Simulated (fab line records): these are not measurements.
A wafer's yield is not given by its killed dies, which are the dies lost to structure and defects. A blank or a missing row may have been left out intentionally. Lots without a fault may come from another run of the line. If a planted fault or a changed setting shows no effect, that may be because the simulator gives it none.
A single fault, viewed from 3 desks | flow n5Finfet | each desk holds nothing but its own numbers, with what lay behind them at the end

== AT THE METROLOGY DESK ==
Means of the sampled wafers that have a number, per lot and without regard to the tool the lot ran on: this is what the gauges read. The brackets show how far a lot's mean lies from the usual mean; more than 4 standard deviations puts the lot out of limits, marked OUT.
Columns: A = cdNm at N5_GATE_CUT_CD_MEAS_13, usual 19.8 nm; B = GATE_CUT_OVL at N5_GATE_CUT_OVL_MEAS_14, usual 0.0 nm
lot  | first seen here | A    | B
L558 | day 4 09:58     | 19.7 | -1.2
L563 | day 5 18:26     | 19.9 | 0.6
L571 | day 8 02:46     | 19.4 | 0.6
L574 | day 8 22:23     | 19.5 | -0.4
L576 | day 9 04:32     | 19.6 | 0.2
L580 | day 10 01:30    | 19.9 | 1.0
This desk found nothing out of limits on any of the 6 lots.

== THE DEFECT DESK ==
For each lot, the counts of the inspections along the route, averaged over the sampled wafers that have a number. The brackets show how far a lot's mean lies from the usual mean; more than 4 standard deviations puts the lot out of limits, marked OUT.
Columns: A = rawDefectCount at N5_GATE_CUT_INSPECT_15, usual 137
lot  | first seen here | A
L558 | day 4 10:03     | 145
L563 | day 5 18:31     | 113
L571 | day 8 03:00     | 98
L574 | day 8 22:28     | 159
L576 | day 9 04:37     | 145
L580 | day 10 01:35    | 127
This desk found nothing out of limits on any of the 6 lots.

== FOR THE TOOL OWNER'S DESK: lithoTrack-03 ==
The tool's own readings at N5_GATE_CUT_COAT_35 (time 60 s, resist thk 10 nm): means of the sampled wafers that have a number, for each lot that ran on this tool. The brackets show how far a lot's mean lies from the usual mean; more than 4 standard deviations puts the lot out of limits, marked OUT.
Columns: A = exhaustPa at N5_GATE_CUT_COAT_35, usual 45.1 Pa; B = spinSpeedRpm at N5_GATE_CUT_COAT_35, usual 1499.9 rpm
lot  | first seen here | A    | B
L563 | day 5 18:10     | 43.8 | 1500.6
L571 | day 8 02:11     | 45.9 | 1350.8 (-99 or more) OUT
L574 | day 8 22:07     | 45.1 | 1348.8 (-99 or more) OUT
This desk's verdict: out of limits on L571, L574, starting with L571 at day 8 02:11 (spinSpeedRpm at N5_GATE_CUT_COAT_35). In limits: L563.

== BROUGHT TOGETHER ==
An alarm could have come from the tool owner's desk at day 8 02:11, on L571, L574.
Nothing out of limits was seen by the metrology desk.
No out-of-limits result turned up at the defect desk.
The metrology desk has L571, L574 on record, within its limits.
The defect desk has L571, L574 on record, within its limits.
All the named lots went through N5_GATE_CUT_COAT_35 on lithoTrack-03.

== WHAT THE SIMULATOR HAD PUT IN ==
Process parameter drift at N5_GATE_CUT_COAT_35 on lithoTrack-03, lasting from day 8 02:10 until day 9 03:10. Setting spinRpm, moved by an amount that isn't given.
Lots struck among those shown: L571, L574.
Time in hours from fault onset to the first out-of-limits reading at each desk: the tool owner's desk, 0.
